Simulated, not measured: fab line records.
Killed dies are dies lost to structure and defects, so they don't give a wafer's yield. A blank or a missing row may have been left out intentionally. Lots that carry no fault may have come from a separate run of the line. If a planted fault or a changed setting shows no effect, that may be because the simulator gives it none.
Which tool was responsible? | flow n5Finfet | 12 lots, 35 wafers sampled, at 2 steps of a route of 1938

== WHAT EACH GAUGE READ, for each wafer ==
N5_FIN_SAQP_OCD_MEAS_76.
lot  | measured    | on     | trenchDepthNm (nm)
L990 | day 2 08:55 | ocd-01 | 119.0 119.7 117.4
L992 | day 2 21:46 | ocd-02 | 119.9 120.0 120.4
L993 | day 3 02:57 | ocd-02 | 125.2 116.7 120.7
L994 | day 3 10:14 | ocd-01 | 119.5 117.8 118.2
L995 | day 3 15:37 | ocd-01 | 121.5 117.6 120.4
L997 | day 4 03:20 | ocd-02 | 122.9 119.0 118.7
L998 | day 4 08:01 | ocd-02 | 121.4 119.4 119.4
L105 | day 6 03:13 | ocd-01 | 119.1 121.0
L106 | day 6 08:58 | ocd-01 | 118.7 117.3 117.3
L110 | day 7 09:33 | ocd-02 | 121.3 118.0 124.5
L111 | day 7 14:34 | ocd-01 | 124.7 124.6 120.1
L112 | day 7 20:35 | ocd-02 | 118.8 118.1 120.0

N5_FIN_CUT_CD_MEAS_08 targets a cd of 29.1 nm.
lot  | measured    | on       | cdNm (nm)
L990 | day 2 09:15 | cdSem-01 | 29.35 28.94 28.95
L992 | day 2 22:14 | cdSem-03 | 29.58 29.14 29.08
L993 | day 3 03:17 | cdSem-03 | 29.31 29.13 29.01
L994 | day 3 10:36 | cdSem-03 | 29.68 29.01 28.90
L995 | day 3 16:05 | cdSem-01 | 29.39 29.05 29.37
L997 | day 4 03:47 | cdSem-01 | 28.94 28.88 28.83
L998 | day 4 08:21 | cdSem-02 | 29.06 29.33 29.27
L105 | day 6 03:33 | cdSem-02 | 29.06 29.18
L106 | day 6 09:18 | cdSem-03 | 28.93 28.94 29.31
L110 | day 7 10:01 | cdSem-03 | 29.36 29.04 28.88
L111 | day 7 15:01 | cdSem-02 | 29.60 29.38 29.30
L112 | day 7 21:03 | cdSem-01 | 29.24 29.09 28.92

== TOOL THAT RAN EACH LOT (tool first, then ch and the chambers of the sampled wafers, then the start) ==
Record: no process step prior to these readings.

== WHAT THE TOOLS THEMSELVES READ (means of the sampled wafers that have a number; where no wafer has one, the mark that the record gives instead) ==
The record holds no such reading with a usual standard deviation.

== THE ANSWER, worked out from the rows above alone ==
Rule: what is usual is taken from the lots themselves. The widest of any qualifying gaps counts: lots, ordered by their means at a reading, are off when they make up no more than a third of the lots, leave a main group of 4 or more, and stand apart from it by 3 or more times the standard deviation of that group's means. Not used: any main group whose means are identical at the precision the tables above print for the reading. A lot without any number at a reading at which 4 lots or more have one is off too. All remaining lots with rows at the step are treated as sound. Order of review: gauges by route order, followed by the tools' own readings, for which a lot's mean as printed above is used. The first step at which some lot is off is used, and at that step the reading that is off furthest; a lot without a number counts as furthest.
Across all readings shown, no lot is off: no conclusion can be drawn from this.

== WHAT THE SIMULATOR PUT IN ==
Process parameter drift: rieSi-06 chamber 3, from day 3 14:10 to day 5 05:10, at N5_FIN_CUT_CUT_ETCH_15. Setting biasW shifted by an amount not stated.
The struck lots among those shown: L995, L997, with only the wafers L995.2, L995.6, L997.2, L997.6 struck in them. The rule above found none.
